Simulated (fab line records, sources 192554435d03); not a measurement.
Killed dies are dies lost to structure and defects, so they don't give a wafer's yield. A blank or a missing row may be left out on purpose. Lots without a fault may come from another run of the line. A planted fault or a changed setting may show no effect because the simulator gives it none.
A struck lot beside a sound one | flow n5_finfet | 14 steps out of a route of 1938
Sound: wafers L160.1, L160.2, L160.6. Struck: wafers L169.2, L169.3, L169.5. The cause comes at the end.
At each step with rows: each side's tool, then ch and its chambers, then its first start. Under that, the readings that differ: sound wafers | struck wafers | difference of the means | sigmas: that difference in standard deviations of wafers without a fault.
alike: readings whose means differ by less than 2 such deviations, and words and numbers that are the same on both sides. not compared: withheld readings, readings that some wafer has no value for, bounds like >300 that may hide the same value, and numbers for which the record gives no deviation and whose values overlap.
The two part at a step that has a row with sigmas, a row that says differs or no value, or rows on one side only. Numbers that don't overlap but have no deviation are shown without sigmas and don't part them. A reading that every wafer of one side lacks parts them only if that side has two wafers or more.

first, 1 step without rows for these wafers: N5_SDB_STRIP_19 (strips in N2/H2).
N5_SDB_STRIP_21: strips in CF4.
  sound on rie_diel-04 ch 2,3, day 5 09:38; struck on rie_diel-06 ch 0, day 7 13:11
  alike: drypump_motor_current_A, oes_product_au, rf_vpp_V, showerhead_plenum_p_Torr, throttle_valve_pct
  not compared: rf_hours_counter_h
N5_SDB_HM_OPEN_20: chemistry CH3F/O2, target SiNx, stops on poly-Si, target depth 24 nm.
  sound on rie_diel-04 ch 2,3, day 5 09:39; struck on rie_diel-06 ch 0, day 7 13:13
  reading      | sound       | struck      | difference | sigmas
  rf_vpp_V (V) | 299 297 299 | 314 313 314 | +15        | +3
  alike: drypump_motor_current_A, oes_product_au, showerhead_plenum_p_Torr, throttle_valve_pct
  not compared: rf_hours_counter_h
N5_SDB_STRIP_22: strips in N2/H2.
  sound on plasma_asher-01 ch 0,1, day 5 09:44; struck on plasma_asher-02 ch 0,1, day 7 13:20
  alike: drypump_motor_current_A, heater_power_w, oes_product_au, strip_time_to_endpoint_s
  not compared: rf_hours_counter_h
then, 3 steps without rows for these wafers: N5_SDB_PRECLEAN_23 (cleans in dHF, time 30 s); N5_SDB_DUMMY_REMOVE_24 (chemistry TMAH, target poly-Si, stops on SiO2, target depth 142 nm, time 57 s, rinse time 30 s); N5_SDB_ETCH_25 (etches SiO2 in C4F6/O2, target depth 10 nm, time 3.3 s).
N5_SDB_CUT_ETCH_26: etches Si in HBr/Cl2/O2, target depth 129.6 nm, bt time 20 s, time 51.8 s.
  sound on rie_si-04 ch 0,1,2, day 5 10:19; struck on rie_si-01 ch 0,1,3, day 7 13:40
  alike: drypump_motor_current_A, mfc_cl2_sccm, oes_product_au, throttle_valve_pct
  not compared: rf_hours_counter_h
then, 3 steps without rows for these wafers: N5_SDB_PRECLEAN_38 (cleans in dHF, time 10 s); N5_SDB_PRECLEAN_39 (cleans in O3/DIW, time 45 s); N5_SDB_SRD_28 (time 30 s).
N5_SDB_ALD_29: deposits SiNx, target thk 30 nm, pulse time 1 s, ald cycles 600.
  sound on ald_sin-02 ch 0,2,3, day 5 10:29; struck on ald_sin-02 ch 0,1, day 7 13:51
  alike: heater_power_outer_w, heater_power_w, precursor_pulse_height_rel
N5_SDB_CMP_30: polishes, stops on poly-Si, t overpolish 1.54 s, target thk 30 nm.
  sound on cmp-02 ch 0,2, day 5 13:13; struck on cmp-01 ch 0,1,2, day 7 16:37
  reading                 | sound             | struck            | difference | sigmas
  head_pressure_psi (psi) | 4.140 4.160 4.159 | 4.370 4.375 4.370 | +0.219     | +24
  alike: motor_current_A, overpolish_run_s, time_to_endpoint_s
N5_SDB_THK_MEAS_31:
  sound on film_metro-02, day 5 13:31; struck on film_metro-02, day 7 16:53
  alike: SDB_THK

WHERE THEY PART
First at N5_SDB_HM_OPEN_20; last, within this record, at N5_SDB_CMP_30. Later steps at which nothing parts them and some readings are alike: N5_SDB_THK_MEAS_31.

WHY: what the simulator had put in
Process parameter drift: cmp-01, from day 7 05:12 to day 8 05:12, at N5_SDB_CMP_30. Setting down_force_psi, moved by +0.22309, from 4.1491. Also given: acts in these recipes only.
